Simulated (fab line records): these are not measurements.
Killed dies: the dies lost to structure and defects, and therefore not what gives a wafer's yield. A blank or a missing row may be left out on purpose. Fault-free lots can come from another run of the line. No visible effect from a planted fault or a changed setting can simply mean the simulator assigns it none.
Problem report in the 8D (eight disciplines) form, filled by code    flow n5 finfet    the parts of the form that need people (team, actions taken, sign-off) are left out

## 1. THE ISSUE
Mean of chamber pressure mTorr at N5_BEOL_M2_STRIP_36: 26.008 mTorr across 6 wafers in 2 lots; on wafers with no fault it is 20.003 mTorr (standard deviation 0.03). So: +99 or more standard deviations from the usual mean.
The step: strips in N2/H2.
The first sign was on wafer L791.1 at day 8 02:46, on rie diel-02. Wafers with a number at this step in the record: 27, from 9 lots. The rule behind "out" and "out of limits": a value lying over 4 standard deviations away from the usual mean. The rest of the wafers with a number are treated as sound.

## 2. WHAT IT IS; WHAT IT IS NOT
question                     is                      is not
which readings at this step  chamber pressure mTorr  drypump motor current A, oes product au, showerhead plenum p Torr, throttle valve pct
which lots                   L791, L794              L788, L800, L801, L803, L804, L807, L808
which wafers of those lots   all that have a number  -
read on which tools          rie diel-02             rie diel-06
when                         from day 8 02:46        up to then (3 sound wafers); but 18 sound wafers of L800, L801, L803, L804, L807, L808 came after

## 3. THE SUSPECTS, EACH WITH WHAT RULES IT OUT
Counting: a tool stays on the suspect list if, at a process step up to the reading, it processed all lots that are out and no sound lot following the first of them.
- rie diel-02 at N5_BEOL_M2_STRIP_36 (strips in N2/H2): ruled out as a lasting fault. Following L791 (day 8 02:46), the first lot on it that is out, the sound lots L800, L801, L807, L803, L808 were run on it.
Left after counting: nothing in the record.

## 4. THE CAUSE (what the simulator had put in)
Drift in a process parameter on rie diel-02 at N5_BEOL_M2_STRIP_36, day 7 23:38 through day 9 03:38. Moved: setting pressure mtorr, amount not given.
Counting ruled it out, wrongly.

## 5. THE EFFECT CHAIN, in route order
Rows list readings where the struck wafers' mean (over those with a number) sits beyond 3 standard deviations from the usual. Only readings whose record carries a usual standard deviation are examined. hours: median over the lots of the time between each lot's start at the first step of this table that gives one and its start at this step. sigmas: the change, counted in usual standard deviations.
hours  step                 reading                 usual         on struck wafers  change  sigmas
0      N5_BEOL_M2_STRIP_36  chamber pressure mTorr  20.003 mTorr  26.008            +6.005  +99 or more
Its process steps:
- N5_BEOL_M2_STRIP_36: strips in N2/H2.
Later measuring or inspecting steps at which every struck wafer that the step has a row for has a number for every such reading, and none has moved that far: N5_BEOL_M4_RC_MEAS_101.

## 6. HOW IT WOULD HAVE BEEN CAUGHT EARLIER
3 hours passed between the start of the fault at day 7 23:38 and the first reading out of limits in this record, taken at day 8 02:46.
